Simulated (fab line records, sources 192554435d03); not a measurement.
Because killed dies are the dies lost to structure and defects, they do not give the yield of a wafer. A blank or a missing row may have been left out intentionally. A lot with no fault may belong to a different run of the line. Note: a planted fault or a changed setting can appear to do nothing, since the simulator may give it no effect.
Comparing a struck lot with a sound one    flow n5 finfet    14 out of 1938 route steps
Sound: the wafers L925.1, L925.3, L925.4. Wafers L930.1, L930.3, L930.5 were the ones struck. The cause is given at the end.
Order at every step that has rows: each side's tool, ch and its chambers, its first start. Under that, the readings that differ: sound wafers    struck wafers    difference of the means    sigmas: that difference in standard deviations of wafers without a fault.
alike: a reading whose means differ by less than 2 such deviations, as well as words and numbers matching on both sides. not compared: withheld readings; readings where some wafer has no value; bounds like >300 that might hide an equal value; numbers whose values overlap and for which the record gives no deviation.
Wherever a step has rows on one side only, a row that says differs or no value, or a row with sigmas, the two part there. Non-overlapping numbers with no deviation appear without sigmas and do not part them. Lack of a reading on every wafer of one side parts them only where that side has two or more wafers.

N5_BEOL_M5_STRIP_64: strips in CF4.
  sound on rie diel-03 ch 0,2,3, day 7 21:28; struck on rie diel-03 ch 0,1,2, day 9 15:05
  alike: chamber pressure mTorr, drypump motor current A, oes product au, rf vpp V, showerhead plenum p Torr, throttle valve pct
  not compared: rf hours counter h
N5_BEOL_M5_HM_OPEN_17: chemistry Cl2/BCl3, target TiN, target depth 20 nm, overetch 6 nm.
  sound on rie metal-02 ch 0,1, day 7 21:30; struck on rie metal-01 ch 0,1, day 9 15:07
  alike: chamber pressure mTorr, drypump motor current A, oes product au, throttle valve pct
  not compared: rf hours counter h
N5_BEOL_M5_STRIP_19: strips in O2.
  sound on rie diel-03 ch 0,1,2, day 7 21:37; struck on rie diel-05 ch 0,1,3, day 9 15:14
  alike: chamber pressure mTorr, drypump motor current A, o2 flow sccm, oes product au, rf vpp V, showerhead plenum p Torr, throttle valve pct
  not compared: rf hours counter h
N5_BEOL_M5_CD_MEAS_18: pitch 56 nm, target cd 28 nm.
  sound on cd sem-03 at day 7 21:41; struck on cd sem-03 at day 9 15:18
  alike: cd nm
then, 8 steps without rows for these wafers: N5_BEOL_M5_COAT_65 (time 60 s, resist thk 60 nm); N5_BEOL_M5_COAT_66 (time 60 s, resist thk 12 nm); N5_BEOL_M5_COAT_74 (time 60 s, resist thk 5 nm); N5_BEOL_M5_COAT_22 (resist thk 30 nm); N5_BEOL_M5_EBR_24; N5_BEOL_M5_SOFTBAKE_23 (time 60 s); N5_BEOL_M5_EXPOSE_25 (exposes mask V4, defocus 10 nm); N5_BEOL_M5_PEB_26 (peb time 60 s).
N5_BEOL_M5_DEVELOP_27: develop time 30 s.
  sound on litho track-02 ch 0, day 7 23:29; struck on litho track-02, day 9 15:38
  no value came back on the struck wafers for chill plate temp C (C), develop time s (s); on the sound wafers chill plate temp C (C) reads 23.22 23.08 23.00
reading                                       sound           struck    difference  sigmas
model.CAR-EUV_of_BEOL_M5_COAT_22.thk nm (nm)  29.6 29.6 29.6  30 30 30  +0          
N5_BEOL_M5_CD_MEAS_28: target cd 30.6 nm, target cd y 20 nm.
  sound on cd sem-01 ch 0, day 7 23:33; struck on cd sem-03 ch 0, day 9 15:41
reading     sound              struck  difference                     sigmas
cd nm (nm)  30.14 30.76 30.97  - - -   no value on the struck wafers  

WHERE THEY PART
Earliest at N5_BEOL_M5_DEVELOP_27; latest, in this record, at N5_BEOL_M5_CD_MEAS_28.

WHY: whatever the simulator had introduced
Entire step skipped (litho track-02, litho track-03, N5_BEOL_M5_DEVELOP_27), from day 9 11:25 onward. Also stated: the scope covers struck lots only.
